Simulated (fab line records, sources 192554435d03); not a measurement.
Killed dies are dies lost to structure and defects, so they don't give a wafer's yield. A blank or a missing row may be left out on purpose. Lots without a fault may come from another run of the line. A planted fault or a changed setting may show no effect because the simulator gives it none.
Chamber matching | flow n5_finfet | N5_BEOL_M10_ETCH_61 on rie_diel-04: 4 sister chambers
The step etches SiARC in CF4, target depth 39 nm, time 65 s. 4 wafers are shown with their chamber, then 9 later ones without.

WAFERS WITH THEIR CHAMBER
wafer  | chamber | drypump_motor_current_A (A)
L082.2 | 0       | 6.2
L092.1 | 3       | 6.4
L092.2 | 2       | 6.0
L092.3 | 1       | 6.0

WAFERS WITHOUT THEIR CHAMBER
wafer  | drypump_motor_current_A (A)
L093.2 | 6.0
L093.3 | 6.2
L093.4 | 6.0
L096.1 | 6.4
L096.2 | 6.0
L096.4 | 6.5
L097.3 | 6.1
L097.4 | 6.2
L097.5 | 6.4

WHICH CHAMBER EACH WENT THROUGH
wafer  | from the rows above          | in truth
L093.2 | can't be placed: 1 or 2      | 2
L093.3 | 0                            | 0
L093.4 | can't be placed: 1 or 2      | 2
L096.1 | 3                            | 3
L096.2 | can't be placed: 1 or 2      | 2
L096.4 | 3                            | 3
L097.3 | can't be placed: 1 or 2 or 0 | 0
L097.4 | 0                            | 0
L097.5 | 3                            | 3
Placed correctly: 5 of 9. Can't be placed from these rows: 4 (the true chamber is among the candidates in 4). Placed wrongly: 0.
How it was worked out, from the rows above alone: a wafer's distance from a chamber is the root of the sum, over the readings, of the square of ((its reading less the chamber's mean) divided by the reading's scatter). The wafer belongs to the nearest chamber; if the next one is less than 2 further off, it can't be placed. A chamber's mean is the mean of its shown wafers. The scatter: with one shown wafer a chamber, the root of the mean of the squares of how far each hidden wafer lies from its nearest shown one.
